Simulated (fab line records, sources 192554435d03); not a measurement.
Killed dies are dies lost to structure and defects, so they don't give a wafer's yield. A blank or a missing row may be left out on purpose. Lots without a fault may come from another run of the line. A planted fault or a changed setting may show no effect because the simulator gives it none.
Chamber matching | flow n5_finfet | N5_BEOL_M12_DEP_53 on pecvd-02: 3 sister chambers
The step deposits SiCN from 3MS/NH3, target thk 30 nm, time 10.5 s. 6 wafers are shown with their chamber, then 11 later ones without.

WAFERS WITH THEIR CHAMBER
wafer  | chamber | throttle_valve_pct (%) | showerhead_plenum_p_Torr (Torr)
L077.6 | 1       | 19.4                   | 4.175
L082.2 | 0       | 17.9                   | 4.186
L088.2 | 0       | 17.8                   | 4.181
L088.3 | 1       | 19.3                   | 4.165
L088.5 | 2       | 17.8                   | 4.158
L090.1 | 2       | 17.7                   | 4.153

WAFERS WITHOUT THEIR CHAMBER
wafer  | throttle_valve_pct (%) | showerhead_plenum_p_Torr (Torr)
L090.5 | 17.9                   | 4.175
L090.6 | 19.4                   | 4.168
L092.1 | 19.3                   | 4.173
L092.2 | 18.1                   | 4.159
L092.4 | 19.5                   | 4.159
L094.2 | 18.2                   | 4.181
L094.5 | 17.8                   | 4.173
L094.6 | 19.3                   | 4.172
L097.1 | 19.1                   | 4.167
L097.2 | 18.0                   | 4.151
L097.6 | 19.2                   | 4.178

WHICH CHAMBER EACH WENT THROUGH
wafer  | from the rows above     | in truth
L090.5 | 0                       | 0
L090.6 | 1                       | 1
L092.1 | 1                       | 1
L092.2 | can't be placed: 2 or 0 | 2
L092.4 | 1                       | 1
L094.2 | 0                       | 0
L094.5 | can't be placed: 0 or 2 | 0
L094.6 | 1                       | 1
L097.1 | 1                       | 1
L097.2 | 2                       | 2
L097.6 | 1                       | 1
Placed correctly: 9 of 11. Can't be placed from these rows: 2 (the true chamber is among the candidates in 2). Placed wrongly: 0.
How it was worked out, from the rows above alone: a wafer's distance from a chamber is the root of the sum, over the readings, of the square of ((its reading less the chamber's mean) divided by the reading's scatter). The wafer belongs to the nearest chamber; if the next one is less than 2 further off, it can't be placed. A chamber's mean is the mean of its shown wafers. The scatter: the root of (the sum of the squares of (reading less its chamber's mean) over the shown wafers, divided by (wafers less chambers)).
